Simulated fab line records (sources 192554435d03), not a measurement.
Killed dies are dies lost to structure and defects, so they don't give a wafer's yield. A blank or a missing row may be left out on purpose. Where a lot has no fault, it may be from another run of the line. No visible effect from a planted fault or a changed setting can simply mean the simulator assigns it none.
Chamber matching | flow n5 finfet | pecvd-02 running N5_BEOL_M0_SAQP_PECVD_00: 3 sister chambers
The step deposits SiCN from 3MS/NH3, target thk 8 nm, time 14 s. 18 wafers are shown with their chamber, then 9 later ones without.

EACH WAFER AND ITS CHAMBER
wafer  | chamber | showerhead plenum p Torr (Torr) | throttle valve pct (%)
L078.3 | 2       | 3.680                           | 9.2
L078.5 | 0       | 3.644                           | 9.9
L078.6 | 2       | 3.677                           | 9.3
L084.1 | 1       | 3.687                           | 9.1
L084.5 | 2       | 3.681                           | 9.0
L084.6 | 0       | 3.664                           | 10.0
L085.2 | 0       | 3.652                           | 10.0
L085.3 | 2       | 3.680                           | 9.1
L085.5 | 0       | 3.656                           | 9.7
L086.1 | 0       | 3.653                           | 9.9
L086.5 | 1       | 3.683                           | 9.2
L086.6 | 0       | 3.654                           | 9.6
L087.1 | 0       | 3.653                           | 10.0
L087.2 | 1       | 3.686                           | 8.9
L087.3 | 2       | 3.686                           | 9.3
L087.4 | 0       | 3.660                           | 9.7
L087.5 | 2       | 3.679                           | 9.2
L087.6 | 1       | 3.680                           | 9.2

SIGNATURES, as means of the wafers listed above
reading                  | chamber 0 | chamber 1 | chamber 2 | scatter within a chamber
showerhead plenum p Torr | 3.65450   | 3.68400   | 3.68050   | 0.00462
throttle valve pct       | 9.850     | 9.100     | 9.183     | 0.143
Rule: for a wafer and a chamber, the distance is found by dividing, reading by reading, the gap between the wafer's reading and the chamber's mean by the reading's scatter, squaring, summing and taking the root. If the next closest chamber is less than 2 further off than the closest, the wafer can't be placed; otherwise it belongs to the closest. The scatter: take each reading less its chamber's mean, square it, sum over the shown wafers, divide by the number of wafers less the number of chambers, and take the root.

WAFERS WHOSE CHAMBER IS MISSING
wafer  | showerhead plenum p Torr (Torr) | throttle valve pct (%)
L094.2 | 3.653                           | 10.1
L094.4 | 3.683                           | 9.0
L094.5 | 3.646                           | 9.9
L095.2 | 3.653                           | 9.7
L095.3 | 3.681                           | 9.5
L095.4 | 3.683                           | 9.2
L096.2 | 3.677                           | 9.1
L096.3 | 3.660                           | 10.1
L096.6 | 3.643                           | 10.0

THE CHAMBER EACH PASSED THROUGH
wafer  | from the rows above     | in truth
L094.2 | 0                       | 0
L094.4 | can't be placed: 1 or 2 | 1
L094.5 | 0                       | 0
L095.2 | 0                       | 0
L095.3 | can't be placed: 2 or 1 | 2
L095.4 | can't be placed: 2 or 1 | 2
L096.2 | can't be placed: 2 or 1 | 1
L096.3 | 0                       | 0
L096.6 | 0                       | 0
Correctly placed: 5 of 9. Can't be placed from these rows: 4 (the true chamber is among the candidates in 4). Placed wrongly: 0.
